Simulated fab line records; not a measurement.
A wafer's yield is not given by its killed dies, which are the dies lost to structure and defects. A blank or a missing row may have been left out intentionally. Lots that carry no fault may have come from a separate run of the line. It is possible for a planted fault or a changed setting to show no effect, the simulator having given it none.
Chamber matching || flow n5-finfet || ald-hk-02 running N5_HKMG_FIN_ALD_74: 4 sister chambers
The step deposits La2O3, target thk 0.5 nm, pulse time 6 s, co reactant pulse time 1 s. 8 wafers are shown with their chamber, then 9 later ones without.

== WAFERS, EACH WITH ITS CHAMBER ==
{"wafer": "L087.3", "chamber": 1, "heater-power-w (W)": 357, "precursor-pulse-height-rel": 0.974}
{"wafer": "L087.6", "chamber": 1, "heater-power-w (W)": 351, "precursor-pulse-height-rel": 1.018}
{"wafer": "L088.1", "chamber": 0, "heater-power-w (W)": 304, "precursor-pulse-height-rel": 0.965}
{"wafer": "L088.3", "chamber": 2, "heater-power-w (W)": 320, "precursor-pulse-height-rel": 1.013}
{"wafer": "L088.4", "chamber": 3, "heater-power-w (W)": 296, "precursor-pulse-height-rel": 1.004}
{"wafer": "L089.3", "chamber": 2, "heater-power-w (W)": 310, "precursor-pulse-height-rel": 1.017}
{"wafer": "L089.5", "chamber": 3, "heater-power-w (W)": 291, "precursor-pulse-height-rel": 0.994}
{"wafer": "L089.6", "chamber": 0, "heater-power-w (W)": 300, "precursor-pulse-height-rel": 1.016}

== WAFERS WITH NO CHAMBER GIVEN ==
{"wafer": "L091.2", "heater-power-w (W)": 306, "precursor-pulse-height-rel": 1.022}
{"wafer": "L091.5", "heater-power-w (W)": 302, "precursor-pulse-height-rel": 0.986}
{"wafer": "L091.6", "heater-power-w (W)": 350, "precursor-pulse-height-rel": 0.971}
{"wafer": "L093.3", "heater-power-w (W)": 352, "precursor-pulse-height-rel": 0.983}
{"wafer": "L093.4", "heater-power-w (W)": 306, "precursor-pulse-height-rel": 0.997}
{"wafer": "L093.6", "heater-power-w (W)": 304, "precursor-pulse-height-rel": 1.017}
{"wafer": "L094.1", "heater-power-w (W)": 299, "precursor-pulse-height-rel": 0.984}
{"wafer": "L094.2", "heater-power-w (W)": 297, "precursor-pulse-height-rel": 0.971}
{"wafer": "L094.6", "heater-power-w (W)": 300, "precursor-pulse-height-rel": 0.963}

== WHICH CHAMBER EACH ONE RAN IN ==
{"wafer": "L091.2", "from the rows above": "can't be placed: 0 or 2 or 3", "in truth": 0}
{"wafer": "L091.5", "from the rows above": "can't be placed: 0 or 3", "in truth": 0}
{"wafer": "L091.6", "from the rows above": 1, "in truth": 1}
{"wafer": "L093.3", "from the rows above": 1, "in truth": 1}
{"wafer": "L093.4", "from the rows above": "can't be placed: 0 or 2 or 3", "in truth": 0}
{"wafer": "L093.6", "from the rows above": "can't be placed: 0 or 2 or 3", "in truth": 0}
{"wafer": "L094.1", "from the rows above": "can't be placed: 0 or 3", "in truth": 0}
{"wafer": "L094.2", "from the rows above": "can't be placed: 0 or 3", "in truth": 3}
{"wafer": "L094.6", "from the rows above": "can't be placed: 0 or 3", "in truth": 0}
Placed correctly: 2 of 9. These rows do not allow placing 7 (true chamber among the candidates in 7). Wrongly placed: 0.
How it was worked out, from the rows above alone: a wafer's distance from a chamber is the root of the sum, over the readings, of the square of ((its reading less the chamber's mean) divided by the reading's scatter). If the next closest chamber is less than 2 further off than the closest, the wafer can't be placed; otherwise it belongs to the closest. The mean given for a chamber averages the wafers shown for that chamber. The scatter: the root of (the sum of the squares of (reading less its chamber's mean) over the shown wafers, divided by (wafers less chambers)).
